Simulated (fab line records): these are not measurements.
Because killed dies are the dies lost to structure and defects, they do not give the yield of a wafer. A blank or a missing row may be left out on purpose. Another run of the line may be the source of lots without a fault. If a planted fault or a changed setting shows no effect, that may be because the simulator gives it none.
Lot-split experiment -- flow n5_finfet -- 7 lots, 39 wafers read, on a route of 1938 steps

== ABOUT THE SPLIT ==
At N5_BEOL_M13_SPUTTER_43 (material TaN, target thk 15 nm, time 24.19 s), the setting time_s was moved away from the recipe's 24.19 s on 18 of the 39 wafers read, by -51.8% to +44.4%. For the rest of the wafers, this setting stayed at what the recipe calls for.

== FROM THE SPLIT TO THE READING: what the file shows between them, 4 steps ==
- N5_BEOL_M13_SPUTTER_44: material Ta, target thk 10 nm, time 16.13 s
- N5_BEOL_M13_SPUTTER_45: material Cu, target thk 80 nm, time 13.33 s
- N5_BEOL_M13_ECD_47: material Cu, target thk 936 nm
- N5_BEOL_M13_ANNEAL_48: time 90 s

== THE READING ==
barrier_field_endpoint_s, in s, at N5_BEOL_M13_CMP_49 (polishes, stops on SiOC, t overpolish 17.1 s, target thk 420 nm). On this fab line, fault-free wafers typically give 30.2 s with a standard deviation of 0.73 s.

wafer,"tool, chamber at the split","time_s as run, s",against the recipe,"barrier_field_endpoint_s, s",against lot-mates on the recipe
L078.3,"pvd_sputter-02, -",24.19,recipe,29.1,-
L078.2,"pvd_sputter-02, -",24.19,recipe,29.6,-
L078.5,"pvd_sputter-02, -",24.19,recipe,29.9,-
L081.4,"pvd_sputter-01, -",24.19,recipe,31.4,-
L081.2,"pvd_sputter-01, -",34.94,+44.4%,38.9,+7.8
L081.1,"pvd_sputter-01, -",24.19,recipe,31.0,-
L081.3,"pvd_sputter-01, -",24.19,recipe,30.8,-
L081.6,"pvd_sputter-01, -",34.94,+44.4%,39.4,+8.3
L081.5,"pvd_sputter-01, -",34.94,+44.4%,39.6,+8.5
L085.1,"pvd_sputter-01, -",24.19,recipe,31.5,-
L085.4,"pvd_sputter-01, -",24.19,recipe,31.8,-
L085.3,"pvd_sputter-01, -",24.19,recipe,30.6,-
L085.2,"pvd_sputter-01, -",13.96,-42.3%,23.7,-7.6
L085.5,"pvd_sputter-01, -",13.96,-42.3%,23.1,-8.2
L085.6,"pvd_sputter-01, -",13.96,-42.3%,23.7,-7.6
L089.3,"pvd_sputter-02, -",24.19,recipe,29.7,-
L089.1,"pvd_sputter-02, -",13.48,-44.3%,21.9,-8.3
L089.4,"pvd_sputter-02, -",24.19,recipe,30.7,-
L089.2,"pvd_sputter-02, -",24.19,recipe,30.1,-
L089.6,"pvd_sputter-02, -",13.48,-44.3%,21.8,-8.4
L089.5,"pvd_sputter-02, -",13.48,-44.3%,22.3,-7.9
L088.3,"pvd_sputter-01, -",13.76,-43.1%,22.4,-8.3
L088.2,"pvd_sputter-01, -",24.19,recipe,30.4,-
L088.4,"pvd_sputter-01, -",24.19,recipe,30.8,-
L088.1,"pvd_sputter-01, -",13.76,-43.1%,22.8,-7.9
L088.6,"pvd_sputter-01, -",13.76,-43.1%,23.3,-7.4
L088.5,"pvd_sputter-01, -",24.19,recipe,30.9,-
L095.4,"pvd_sputter-01, -",11.66,-51.8%,21.8,-8.8
L095.3,"pvd_sputter-01, -",24.19,recipe,30.9,-
L095.2,"pvd_sputter-01, -",24.19,recipe,30.8,-
L095.1,"pvd_sputter-01, -",11.66,-51.8%,21.2,-9.4
L095.5,"pvd_sputter-01, -",11.66,-51.8%,20.8,-9.8
L095.6,"pvd_sputter-01, -",24.19,recipe,30.1,-
L096.4,"pvd_sputter-02, -",24.19,recipe,29.7,-
L096.3,"pvd_sputter-02, -",18.87,-22.0%,26.2,-3.6
L096.1,"pvd_sputter-02, -",18.87,-22.0%,25.8,-4.0
L096.2,"pvd_sputter-02, -",24.19,recipe,29.3,-
L096.5,"pvd_sputter-02, -",18.87,-22.0%,25.7,-4.1
L096.6,"pvd_sputter-02, -",24.19,recipe,30.4,-

FIT RESULTS
A straight line over all 39 wafers: barrier_field_endpoint_s changes by +0.185 s for each +1% of time_s; r = +0.99; the points scatter about the line by 0.68 s.
The same after taking each lot's own level away (the mean of its wafers on the recipe; 39 wafers): +0.183 s for each +1%; r = +1.00; scatter 0.36 s.
The reading moves by 9.5 s for the largest change in time_s, on that fit.
From 29.53 to 31.30 s: that is the span of the lots' own levels, equal to 2.4 times the standard deviation above.
So the lot-to-lot level changes the slope little: the two slopes agree.
Check: -9.53 s against its lot-mates is what the line predicts for one of the wafers moved furthest among these (-51.8%) when that wafer is left out of the fit. Against them it came out at -8.8 s.

== THE OTHER SPLITS THESE WAFERS WENT THROUGH ==
These wafers also went through other splits before the reading. Each is held against what the fit with the lots' levels taken away leaves over:
other split on the same wafers,wafers away from the commonest value,r with barrier_field_endpoint_s (lot level and that fit taken away)
N5_BEOL_M5_TRENCH_ETCH_37 time_s,15,-0.23
N5_BEOL_M9_HM_DEP_02 target_thk_a,12,-0.09
N5_BEOL_M11_ETCH_41 time_s,18,-0.22

== THE WHOLE CHAIN: every reading that the file lists as answering this split, in the file's order ==
step,what it does,reading,change (the file's fit),r (the file's)
N5_BEOL_M13_SPUTTER_43,"material TaN, target thk 15 nm, time 24.19 s","TaN_of_BEOL_M13_SPUTTER_43.thk_nm (the simulator's own value, which no gauge read)",+0.15 nm for each +1% of the setting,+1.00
N5_BEOL_M13_CMP_49,"polishes, stops on SiOC, t overpolish 17.1 s, target thk 420 nm",barrier_field_endpoint_s,+0.183 s for each +1% of the setting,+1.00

== FILE'S OWN FIT ==
barrier_field_endpoint_s changes by +0.183 s for each +1% of time_s, r = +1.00.
